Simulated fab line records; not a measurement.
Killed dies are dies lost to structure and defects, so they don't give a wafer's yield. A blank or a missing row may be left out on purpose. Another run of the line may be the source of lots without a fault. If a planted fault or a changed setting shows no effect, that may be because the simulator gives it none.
fab line records + flow n5-finfet
[record]
- lots = 7
- wafers = 21
route steps=1938 shown BEOL_M14@1749 BEOL_M15@1773
start-h: hours from the record's first day to the start of the lot's first wafer shown + wait-h: hours since the lot's step before + " as in the row above + L1.1+2: a single row standing in for several wafers + - no value present, or no start provided + * or withheld: withheld + < > ~ a bound
route shown NAME@n: NAME is a module with steps in the file, n the number in the route of the first one + usual: mean and standard deviation over wafers with no fault + same: alike in all rows + chamber/n: place in a boat + sites: each site's reading + _std_site: standard deviation of those values + _edge_site: the outer-site mean with the inner-site mean subtracted + radius-mm: how far each site lies from the wafer's centre + mask NAME#n: copy n + behind: tool/chamber where the wafer was last shaped + hold: why the lot was held/for how many hours/how that ended + device: the transistor (n, p or np) that didn't switch + end of line: at the end of the route, the tests of the same wafers + a step without rows: its recipe alone + killed: count of dies lost to structure and defects at first sort (not the wafer's yield) + map: a wafer's dies, x killed, . not, _ none there
set.NAME: the setting that was run; set.NAME@STEP: the one run at that earlier step + model.NAME: the simulator's own value behind a step, which no gauge read
lots run with intentionally changed settings; tables by step, rows by wafer
[[steps]]
[step N5_BEOL_M14_DESCUM_33]
[recipe]
- chemistry = O2
- time-s = 7.9
- source-power-w = 50
- bias-power-w = 20
- pressure-mtorr = 20
- rf-frequency-hz = 2.712e+07
- temp-c = 40
- o2-flow-sccm = 225
| lot.wafer | tool        | chamber | start-h | wait-h | set.time-s | set.dose-mj@BEOL_M14_EXPOSE_25 | model.BEOL_M14.cd-nm |
|-----------|-------------|---------|---------|--------|------------|--------------------------------|----------------------|
| L078.1    | rie-diel-01 | 3       | 280.92  | 0.0    | 7.9        | 26.6                           | 281.8                |
| L078.2    | "           | 1       | "       | "      | 6.345      | 26.6                           | 284.2                |
| L078.3    | "           | 2       | "       | "      | 7.9        | 26.6                           | 282                  |
| L081.1    | rie-diel-01 | 2       | 303.55  | 0.0    | 7.9        | 27.28                          | 288.2                |
| L081.3    | "           | 3       | "       | "      | 7.9        | 26.6                           | 284                  |
| L081.6    | "           | 2       | "       | "      | 7.9        | 26.6                           | 283                  |
| L089.3    | rie-diel-03 | 0       | 339.74  | 0.1    | 7.9        | 26.6                           | 284.8                |
| L089.5+6  | "           | 1,2     | "       | "      | 9.373      | 26.6                           | 286.8                |
| L090.1    | rie-diel-04 | 2       | 350.70  | 0.4    | 7.9        | 26.6                           | 282.6                |
| L090.5    | "           | 0       | "       | "      | 7.9        | 26.6                           | 280.8                |
| L090.6    | "           | 3       | "       | "      | 7.9        | 26.6                           | 283.6                |
| L096.1    | rie-diel-01 | 2       | 381.70  | 1.4    | 7.9        | 26.6                           | 282.4                |
| L096.2    | "           | 0       | "       | "      | 7.9        | 28.47                          | 299                  |
| L096.4    | "           | 2       | "       | "      | 9.172      | 28.47                          | 298                  |
| L094.1    | rie-diel-04 | 2       | 385.88  | 1.4    | 6.463      | 26.6                           | 285.4                |
| L094.2    | "           | 0       | "       | "      | 7.9        | 26.6                           | 287.4                |
| L094.5    | "           | 1       | "       | "      | 6.463      | 26.6                           | 286.2                |
| L097.1    | rie-diel-04 | 2       | 388.62  | 2.3    | 6.4        | 26.6                           | 287                  |
| L097.2    | "           | 3       | "       | "      | 6.4        | 26.6                           | 286.2                |
| L097.3    | "           | 1       | "       | "      | 7.9        | 26.6                           | 284.4                |
[step N5_BEOL_M15_ILD_DEP_00]
[recipe]
- material = SiO2
- target-thk-a = 16293
- temp-c = 400
- precursor = TEOS/O2
- pressure-torr = 6.5
- rf-w = 900
- teos-flow-sccm = 161.4
- gas = O2
- flow-sccm = 2650
- time-s = 346.1
| lot.wafer | tool     | chamber | start-h | wait-h | set.temp-c | model.SiO2_of_BEOL_M15_ILD_DEP_00.thk-nm |
|-----------|----------|---------|---------|--------|------------|------------------------------------------|
| L078.1    | pecvd-03 | 2       | 288.68  | 0.0    | 404.7      | 1572                                     |
| L078.2    | "        | 0       | "       | "      | 400        | 1634                                     |
| L078.3    | "        | 1       | "       | "      | 404.7      | 1552                                     |
| L081.1    | pecvd-03 | 1       | 306.18  | 0.0    | 400        | 1628                                     |
| L081.3    | "        | 0       | "       | "      | 400        | 1654                                     |
| L081.6    | "        | 2       | "       | "      | 395.3      | 1713                                     |
| L089.3    | pecvd-04 | 0       | 342.05  | 0.0    | 393.3      | 1683                                     |
| L089.5    | "        | 1       | "       | "      | 400        | 1629                                     |
| L089.6    | "        | 2       | "       | "      | 393.3      | 1754                                     |
| L090.1    | pecvd-03 | 0       | 359.38  | 0.0    | 400        | 1619                                     |
| L090.5    | "        | 2       | "       | "      | 400        | 1582                                     |
| L090.6    | "        | 1       | "       | "      | 400        | 1603                                     |
| L096.1    | pecvd-03 | 2       | 384.33  | 0.0    | 400        | 1573                                     |
| L096.2    | "        | 1       | "       | "      | 400        | 1590                                     |
| L096.4    | "        | 2       | "       | "      | 400        | 1601                                     |
| L094.1    | pecvd-03 | 2       | 388.55  | 0.0    | 397.1      | 1621                                     |
| L094.2    | "        | 1       | "       | "      | 400        | 1597                                     |
| L094.5    | "        | 1       | "       | "      | 397.1      | 1639                                     |
| L097.1    | pecvd-03 | 2       | 392.57  | 0.0    | 400        | 1628                                     |
| L097.2    | "        | 0       | "       | "      | 400        | 1618                                     |
| L097.3    | "        | 1       | "       | "      | 400        | 1607                                     |
[step N5_BEOL_M15_THK_MEAS_01]
[recipe]
- reads = SiO2_of_BEOL_M15_ILD_DEP_00
[usual]
- M15_ILD_THK = 1625/27
| lot.wafer | tool          | chamber | start-h | wait-h | set.temp-c@BEOL_M15_ILD_DEP_00 | M15_ILD_THK[nm] |
|-----------|---------------|---------|---------|--------|--------------------------------|-----------------|
| L078.1    | film-metro-02 | -       | 288.93  | 0.1    | 404.7                          | 1572            |
| L078.2    | "             | -       | "       | "      | 400                            | 1635            |
| L078.3    | "             | -       | "       | "      | 404.7                          | 1553            |
| L081.1    | film-metro-01 | -       | 306.43  | 0.1    | 400                            | 1628            |
| L081.3    | "             | -       | "       | "      | 400                            | 1653            |
| L081.6    | "             | -       | "       | "      | 395.3                          | 1712            |
| L089.3    | film-metro-02 | -       | 342.30  | 0.1    | 393.3                          | 1682            |
| L089.5    | "             | -       | "       | "      | 400                            | 1628            |
| L089.6    | "             | -       | "       | "      | 393.3                          | 1755            |
| L090.1    | film-metro-02 | -       | 359.63  | 0.1    | 400                            | 1620            |
| L090.5    | "             | -       | "       | "      | 400                            | 1581            |
| L090.6    | "             | -       | "       | "      | 400                            | 1602            |
| L096.1    | film-metro-02 | -       | 384.58  | 0.1    | 400                            | 1573            |
| L096.2    | "             | -       | "       | "      | 400                            | 1591            |
| L096.4    | "             | -       | "       | "      | 400                            | 1601            |
| L094.1    | film-metro-02 | -       | 388.80  | 0.1    | 397.1                          | 1621            |
| L094.2    | "             | -       | "       | "      | 400                            | 1596            |
| L094.5    | "             | -       | "       | "      | 397.1                          | 1638            |
| L097.1    | film-metro-01 | -       | 392.82  | 0.1    | 400                            | 1628            |
| L097.2    | "             | -       | "       | "      | 400                            | 1618            |
| L097.3    | "             | -       | "       | "      | 400                            | 1608            |
[step N5_BEOL_M15_COAT_04]
[recipe]
- spin-rpm = 1704
- resist-thk-nm = 800
| lot.wafer | tool           | chamber | start-h | wait-h | set.spin-rpm | model.coat_of_BEOL_M15_COAT_04.thk-nm |
|-----------|----------------|---------|---------|--------|--------------|---------------------------------------|
| L078.1    | litho-track-05 | 0       | -       | -      | 1610         | 824.6                                 |
| L078.2    | "              | 0       | "       | "      | 1610         | 822.4                                 |
| L078.3    | "              | 0       | "       | "      | 1704         | 798.8                                 |
| L081.1+3  | litho-track-02 | 0       | -       | -      | 1704         | 800.4                                 |
| L081.6    | "              | 0       | "       | "      | 1704         | 802                                   |
| L089.3    | litho-track-05 | 0       | -       | -      | 1704         | 799.2                                 |
| L089.5    | "              | 0       | "       | "      | 1704         | 799.8                                 |
| L089.6    | "              | 0       | "       | "      | 1704         | 800.8                                 |
| L090.1    | litho-track-02 | 0       | -       | -      | 1704         | 803                                   |
| L090.5    | "              | 0       | "       | "      | 1704         | 800.6                                 |
| L090.6    | "              | 0       | "       | "      | 1704         | 798.6                                 |
| L096.1    | litho-track-05 | 0       | -       | -      | 1704         | 796.6                                 |
| L096.2    | "              | 0       | "       | "      | 1791         | 778                                   |
| L096.4    | "              | 0       | "       | "      | 1704         | 798.6                                 |
| L094.1    | litho-track-05 | 0       | -       | -      | 1704         | 800.4                                 |
| L094.2    | "              | 0       | "       | "      | 1704         | 798                                   |
| L094.5    | "              | 0       | "       | "      | 1704         | 799.2                                 |
| L097.1    | litho-track-05 | 0       | -       | -      | 1704         | 799.2                                 |
| L097.2    | "              | 0       | "       | "      | 1807         | 774.6                                 |
| L097.3    | "              | 0       | "       | "      | 1704         | 800.6                                 |
[step N5_BEOL_M15_EBR_06]
[recipe]
- solvent = PGMEA
- ebr-width-mm = 1.5
[step N5_BEOL_M15_SOFTBAKE_05]
[recipe]
- temp-c = 130
- time-s = 60
[step N5_BEOL_M15_DESCUM_15]
[recipe]
- chemistry = O2
- time-s = 7.9
- source-power-w = 50
- bias-power-w = 20
- pressure-mtorr = 20
- rf-frequency-hz = 2.712e+07
- temp-c = 40
- o2-flow-sccm = 225
[step N5_BEOL_M15_ETCH_59]
[recipe]
- chemistry = N2/H2
- target = BARC
- target-depth-a = 890
- overetch-a = 267
- time-s = 67.9
- ion-energy-ev = 200
- pressure-mtorr = 30
- source-w = 840
- bias-w = 150
- n2-flow-sccm = 200
- h2-flow-sccm = 200
| lot.wafer | tool        | chamber | start-h | wait-h | set.spin-rpm@BEOL_M15_COAT_04 | model.coat_of_BEOL_M15_COAT_04.thk-nm |
|-----------|-------------|---------|---------|--------|-------------------------------|---------------------------------------|
| L078.1    | rie-diel-02 | 0       | 289.39  | 0.0    | 1610                          | 740.2                                 |
| L078.2    | "           | 1       | "       | "      | 1610                          | 737.2                                 |
| L078.3    | "           | 3       | "       | "      | 1704                          | 713.6                                 |
| L081.1    | rie-diel-05 | 2       | 306.85  | 0.0    | 1704                          | 718.2                                 |
| L081.3    | "           | 1       | "       | "      | 1704                          | 714.2                                 |
| L081.6    | "           | 0       | "       | "      | 1704                          | 715.8                                 |
| L089.3    | rie-diel-02 | 0       | 342.85  | 0.0    | 1704                          | 715                                   |
| L089.5    | "           | 2       | "       | "      | 1704                          | 718                                   |
| L089.6    | "           | 0       | "       | "      | 1704                          | 717                                   |
| L090.1    | rie-diel-02 | 3       | 360.06  | 0.0    | 1704                          | 718.8                                 |
| L090.5    | "           | 1       | "       | "      | 1704                          | 713                                   |
| L090.6    | "           | 2       | "       | "      | 1704                          | 717.2                                 |
| L096.1    | rie-diel-05 | 1       | 385.01  | 0.0    | 1704                          | 710                                   |
| L096.2    | "           | 2       | "       | "      | 1791                          | 696                                   |
| L096.4    | "           | 3       | "       | "      | 1704                          | 721.6                                 |
| L094.1    | rie-diel-05 | 0       | 389.35  | 0.0    | 1704                          | 714.2                                 |
| L094.2    | "           | 3       | "       | "      | 1704                          | 720.4                                 |
| L094.5    | "           | 2       | "       | "      | 1704                          | 717.2                                 |
| L097.1    | rie-diel-05 | 0       | 393.25  | 0.0    | 1704                          | 713                                   |
| L097.2    | "           | 3       | "       | "      | 1807                          | 697.4                                 |
| L097.3    | "           | 2       | "       | "      | 1704                          | 718.4                                 |
[step N5_BEOL_M15_VIA_ETCH_16]
[recipe]
- chemistry = C4F8/O2/Ar
- target = SiO2
- he-inner-torr = 15
- he-outer-torr = 30
- target-depth-a = 17922
- time-s = withheld
- ion-energy-ev = 800
- pressure-mtorr = 20
- source-w = 1905
- bias-w = 2040
- Ar_flow_sccm = 400
- C4F8_flow_sccm = 16
- O2_flow_sccm = 12
- ends = cleared
| lot.wafer | tool        | chamber | start-h | wait-h | set.temp-c@BEOL_M15_ILD_DEP_00 | model.etch.depth-nm |
|-----------|-------------|---------|---------|--------|--------------------------------|---------------------|
| L078.1    | rie-diel-02 | 0       | 289.44  | 0.0    | 404.7                          | 1572                |
| L078.2    | "           | 1       | "       | "      | 400                            | 1634                |
| L078.3    | "           | 3       | "       | "      | 404.7                          | 1552                |
| L081.1    | rie-diel-05 | 2       | 306.90  | 0.0    | 400                            | 1628                |
| L081.3    | "           | 1       | "       | "      | 400                            | 1654                |
| L081.6    | "           | 0       | "       | "      | 395.3                          | 1713                |
| L089.3    | rie-diel-02 | 0       | 342.90  | 0.0    | 393.3                          | 1683                |
| L089.5    | "           | 2       | "       | "      | 400                            | 1629                |
| L089.6    | "           | 0       | "       | "      | 393.3                          | 1754                |
| L090.1    | rie-diel-02 | 3       | 360.11  | 0.0    | 400                            | 1619                |
| L090.5    | "           | 1       | "       | "      | 400                            | 1582                |
| L090.6    | "           | 2       | "       | "      | 400                            | 1603                |
| L096.1    | rie-diel-05 | 1       | 385.06  | 0.0    | 400                            | 1573                |
| L096.2    | "           | 2       | "       | "      | 400                            | 1590                |
| L096.4    | "           | 3       | "       | "      | 400                            | 1601                |
| L094.1    | rie-diel-05 | 0       | 389.40  | 0.0    | 397.1                          | 1621                |
| L094.2    | "           | 3       | "       | "      | 400                            | 1597                |
| L094.5    | "           | 2       | "       | "      | 397.1                          | 1639                |
| L097.1    | rie-diel-05 | 0       | 393.30  | 0.0    | 400                            | 1628                |
| L097.2    | "           | 3       | "       | "      | 400                            | 1618                |
| L097.3    | "           | 2       | "       | "      | 400                            | 1607                |
[step N5_BEOL_M15_SPUTTER_44]
[recipe]
- material = Ta
- target-thk-a = 150
- temp-c = 50
- bias-v = 80
- power-w = 15000
- chamber-pressure-pa = 0.07
- time-s = 24.19
| lot.wafer | tool           | chamber | start-h | wait-h | set.power-w | model.Ta_of_BEOL_M15_SPUTTER_44.thk-nm |
|-----------|----------------|---------|---------|--------|-------------|----------------------------------------|
| L078.1+2  | pvd-sputter-03 | -       | 292.37  | 0.0    | 15000       | 15.4                                   |
| L078.3    | "              | -       | "       | "      | 13080       | 13.4                                   |
| L081.1    | pvd-sputter-02 | -       | 310.42  | 0.0    | 15930       | 15.6                                   |
| L081.3    | "              | -       | "       | "      | 15930       | 16                                     |
| L081.6    | "              | -       | "       | "      | 15000       | 15.2                                   |
| L089.3+6  | pvd-sputter-02 | -       | 347.54  | 0.0    | 13030       | 12.8                                   |
| L089.5    | "              | -       | "       | "      | 13030       | 12.6                                   |
| L090.1    | pvd-sputter-01 | -       | 363.23  | 0.0    | 15000       | 14.6                                   |
| L090.5    | "              | -       | "       | "      | 15000       | 14.4                                   |
| L090.6    | "              | -       | "       | "      | 15000       | 14.8                                   |
| L096.1    | pvd-sputter-03 | -       | 387.74  | 0.0    | 16850       | 17                                     |
| L096.2    | "              | -       | "       | "      | 16850       | 16.8                                   |
| L096.4    | "              | -       | "       | "      | 15000       | 15                                     |
| L094.1    | pvd-sputter-02 | -       | 392.16  | 0.0    | 16630       | 16.6                                   |
| L094.2    | "              | -       | "       | "      | 15000       | 14.6                                   |
| L094.5    | "              | -       | "       | "      | 15000       | 15                                     |
| L097.1    | pvd-sputter-02 | -       | 396.66  | 0.0    | 15000       | 14.8                                   |
| L097.2    | "              | -       | "       | "      | 15000       | 14.2                                   |
| L097.3    | "              | -       | "       | "      | 15000       | 14.6                                   |
[[key]]
[split]
- step = N5_BEOL_M14_DESCUM_33
- setting = time-s
- stated = 7.9
- by = wafer
response none clear
[split]
- step = N5_BEOL_M15_ILD_DEP_00
- setting = temp-c
- stated = 400
- by = wafer
[response]
- step = N5_BEOL_M15_ILD_DEP_00
- reading = model.SiO2_of_BEOL_M15_ILD_DEP_00.thk-nm
- change = -56.2
- per = 1%
- r = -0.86
[response]
- step = N5_BEOL_M15_THK_MEAS_01
- reading = M15_ILD_THK
- change = -56.5
- per = 1%
- r = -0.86
[response]
- step = N5_BEOL_M15_VIA_ETCH_16
- reading = model.etch.depth-nm
- change = -56.2
- per = 1%
- r = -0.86
[split]
- step = N5_BEOL_M15_COAT_04
- setting = spin-rpm
- stated = 1704
- by = wafer
[response]
- step = N5_BEOL_M15_COAT_04
- reading = model.coat_of_BEOL_M15_COAT_04.thk-nm
- change = -4.18
- per = 1%
- r = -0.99
[response]
- step = N5_BEOL_M15_ETCH_59
- reading = model.coat_of_BEOL_M15_COAT_04.thk-nm
- change = -3.76
- per = 1%
- r = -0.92
[split]
- step = N5_BEOL_M15_SPUTTER_44
- setting = power-w
- stated = 15000
- by = wafer
[response]
- step = N5_BEOL_M15_SPUTTER_44
- reading = model.Ta_of_BEOL_M15_SPUTTER_44.thk-nm
- change = +0.153
- per = 1%
- r = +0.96
split outside-this-file step=N5_BEOL_M14_EXPOSE_25 setting=dose-mj
// split outside-this-file: this setting was split too, and the file shows its column; the key of that split is in another file
